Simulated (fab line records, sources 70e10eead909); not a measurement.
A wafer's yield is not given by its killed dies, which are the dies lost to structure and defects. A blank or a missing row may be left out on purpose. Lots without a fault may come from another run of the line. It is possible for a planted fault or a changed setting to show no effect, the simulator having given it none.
Check of tool commonality || flow nandHarc || 12 lots and 36 wafers in the sample

## REASON FOR OPENING
On 2 of the 12 lots, a flag is raised at NHARC_A_ONON_D1_THK_MEAS_21 on the reading thkNm. Wafers without a fault read 1000 nm, standard deviation 11.
Rule: a lot gets a flag if all its wafers with a number sit over 4 standard deviations from that mean, or if no wafer of it has a number. As for the other lots, they are considered sound.

{"lot": "L790", "measured": "day 8 03:37", "on": "filmMetro-01", "thkNm (nm), wafer by wafer": "1016 1015 1016", "flag": ""}
{"lot": "L789", "measured": "day 8 12:14", "on": "filmMetro-02", "thkNm (nm), wafer by wafer": "1003 1003 1004", "flag": ""}
{"lot": "L791", "measured": "day 8 12:28", "on": "filmMetro-01", "thkNm (nm), wafer by wafer": "990 992 991", "flag": ""}
{"lot": "L800", "measured": "day 11 05:37", "on": "filmMetro-01", "thkNm (nm), wafer by wafer": "751 750 753", "flag": "FLAGGED"}
{"lot": "L804", "measured": "day 11 05:46", "on": "filmMetro-02", "thkNm (nm), wafer by wafer": "1003 1005 1002", "flag": ""}
{"lot": "L802", "measured": "day 11 13:12", "on": "filmMetro-01", "thkNm (nm), wafer by wafer": "762 760 765", "flag": "FLAGGED"}
{"lot": "L806", "measured": "day 12 08:42", "on": "filmMetro-01", "thkNm (nm), wafer by wafer": "997 995 995", "flag": ""}
{"lot": "L807", "measured": "day 12 17:04", "on": "filmMetro-01", "thkNm (nm), wafer by wafer": "987 986 987", "flag": ""}
{"lot": "L809", "measured": "day 12 17:13", "on": "filmMetro-02", "thkNm (nm), wafer by wafer": "1012 1012 1013", "flag": ""}
{"lot": "L808", "measured": "day 12 17:33", "on": "filmMetro-02", "thkNm (nm), wafer by wafer": "987 986 986", "flag": ""}
{"lot": "L811", "measured": "day 13 02:43", "on": "filmMetro-01", "thkNm (nm), wafer by wafer": "995 994 995", "flag": ""}
{"lot": "L812", "measured": "day 14 02:46", "on": "filmMetro-02", "thkNm (nm), wafer by wafer": "999 998 998", "flag": ""}
Average over the flagged lots: 757 nm; offset from the usual -243 nm, equal to -22 standard deviations.

## LOT BY LOT: THE TOOL USED
2 process steps preceding the reading are held in the record, out of 1159 steps in the route. Every cell lists first the tool, next ch and the chambers used by the sampled wafers, and last the start.
{"lot": "L790", "flag": "", "NHARC_A_ZERO_WELL_ETCH_13": "rieSi-04 ch 0,1,2, day 6 19:36", "NHARC_A_ONON_D1_DEP_19": "pecvdOnon-02 ch 0, day 8 03:14"}
{"lot": "L789", "flag": "", "NHARC_A_ZERO_WELL_ETCH_13": "rieSi-03 ch 0,2,3, day 7 01:14", "NHARC_A_ONON_D1_DEP_19": "pecvdOnon-01 ch 0, day 8 11:51"}
{"lot": "L791", "flag": "", "NHARC_A_ZERO_WELL_ETCH_13": "rieSi-06 ch 0,1, day 7 06:22", "NHARC_A_ONON_D1_DEP_19": "pecvdOnon-03 ch 0, day 8 11:57"}
{"lot": "L800", "flag": "FLAGGED", "NHARC_A_ZERO_WELL_ETCH_13": "rieSi-03 ch 0,1,2, day 9 23:42", "NHARC_A_ONON_D1_DEP_19": "pecvdOnon-03 ch 0, day 11 05:07"}
{"lot": "L804", "flag": "", "NHARC_A_ZERO_WELL_ETCH_13": "rieSi-03 ch 0,1,3, day 9 21:05", "NHARC_A_ONON_D1_DEP_19": "pecvdOnon-02 ch 0, day 11 05:19"}
{"lot": "L802", "flag": "FLAGGED", "NHARC_A_ZERO_WELL_ETCH_13": "rieSi-04 ch 1,2,3, day 10 05:02", "NHARC_A_ONON_D1_DEP_19": "pecvdOnon-03 ch 0, day 11 12:48"}
{"lot": "L806", "flag": "", "NHARC_A_ZERO_WELL_ETCH_13": "rieSi-03 ch 0,1,2, day 10 18:17", "NHARC_A_ONON_D1_DEP_19": "pecvdOnon-01 ch 0, day 12 08:14"}
{"lot": "L807", "flag": "", "NHARC_A_ZERO_WELL_ETCH_13": "rieSi-03 ch 1,2,3, day 11 04:40", "NHARC_A_ONON_D1_DEP_19": "pecvdOnon-01 ch 0, day 12 16:44"}
{"lot": "L809", "flag": "", "NHARC_A_ZERO_WELL_ETCH_13": "rieSi-06 ch 0,2,3, day 11 04:48", "NHARC_A_ONON_D1_DEP_19": "pecvdOnon-02 ch 0, day 12 16:41"}
{"lot": "L808", "flag": "", "NHARC_A_ZERO_WELL_ETCH_13": "rieSi-04 ch 1,2,3, day 11 06:20", "NHARC_A_ONON_D1_DEP_19": "pecvdOnon-02 ch 0, day 12 17:10"}
{"lot": "L811", "flag": "", "NHARC_A_ZERO_WELL_ETCH_13": "rieSi-04 ch 0,2,3, day 11 18:52", "NHARC_A_ONON_D1_DEP_19": "pecvdOnon-02 ch 0, day 13 02:16"}
{"lot": "L812", "flag": "", "NHARC_A_ZERO_WELL_ETCH_13": "rieSi-03 ch 0,3, day 12 11:14", "NHARC_A_ONON_D1_DEP_19": "pecvdOnon-02 ch 0, day 14 02:19"}
What these steps do:
- NHARC_A_ZERO_WELL_ETCH_13: etches the open film in HBr/Cl2, target depth 120 nm, time 40.1 s.
- NHARC_A_ONON_D1_DEP_19: target thk 1000 nm.
- NHARC_A_ONON_D1_THK_MEAS_21: measures by ellipsometry.

## FLAGGED OVER TOTAL, TOOL BY TOOL (the gauges that took the reading come last)
{"step": "NHARC_A_ZERO_WELL_ETCH_13", "tool": "rieSi-03", "lots run": 6, "flagged": 1, "share of the flagged lots": "some", "sound lots run after its first flagged lot": "3 (L806,L807,L812)"}
{"step": "NHARC_A_ZERO_WELL_ETCH_13", "tool": "rieSi-04", "lots run": 4, "flagged": 1, "share of the flagged lots": "some", "sound lots run after its first flagged lot": "2 (L808,L811)"}
{"step": "NHARC_A_ZERO_WELL_ETCH_13", "tool": "rieSi-06", "lots run": 2, "flagged": 0, "share of the flagged lots": "none", "sound lots run after its first flagged lot": "-"}
{"step": "NHARC_A_ONON_D1_DEP_19", "tool": "pecvdOnon-01", "lots run": 3, "flagged": 0, "share of the flagged lots": "none", "sound lots run after its first flagged lot": "-"}
{"step": "NHARC_A_ONON_D1_DEP_19", "tool": "pecvdOnon-02", "lots run": 6, "flagged": 0, "share of the flagged lots": "none", "sound lots run after its first flagged lot": "-"}
{"step": "NHARC_A_ONON_D1_DEP_19", "tool": "pecvdOnon-03", "lots run": 3, "flagged": 2, "share of the flagged lots": "all", "sound lots run after its first flagged lot": 0}
{"step": "NHARC_A_ONON_D1_THK_MEAS_21", "tool": "filmMetro-01", "lots run": 7, "flagged": 2, "share of the flagged lots": "all", "sound lots run after its first flagged lot": "3 (L806,L807,L811)"}
{"step": "NHARC_A_ONON_D1_THK_MEAS_21", "tool": "filmMetro-02", "lots run": 5, "flagged": 0, "share of the flagged lots": "none", "sound lots run after its first flagged lot": "-"}

## WHAT THE TABLE ALLOWS
Table rows that saw every flagged lot: 2, namely pecvdOnon-03 at NHARC_A_ONON_D1_DEP_19 and filmMetro-01 at NHARC_A_ONON_D1_THK_MEAS_21.
- pecvdOnon-03 at NHARC_A_ONON_D1_DEP_19 ran 3 lots, 2 of them flagged. Its last sound lot is L791 (day 8 11:57), its first flagged lot L800 (day 11 05:07): a fault that began between those two fits.
- filmMetro-01 at NHARC_A_ONON_D1_THK_MEAS_21 ran 7 lots, 2 of them flagged. Sound lots ran on it after the first flagged one (L806, L807, L811), which a lasting fault on the whole tool wouldn't allow.
pecvdOnon-03 at NHARC_A_ONON_D1_DEP_19 is the single tool remaining.

## WHAT THE SIMULATOR PUT IN
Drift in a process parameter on pecvdOnon-03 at NHARC_A_ONON_D1_DEP_19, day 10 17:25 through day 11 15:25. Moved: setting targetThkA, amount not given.
Struck lots among those shown: L800, L802. This agrees with what the rule above found.
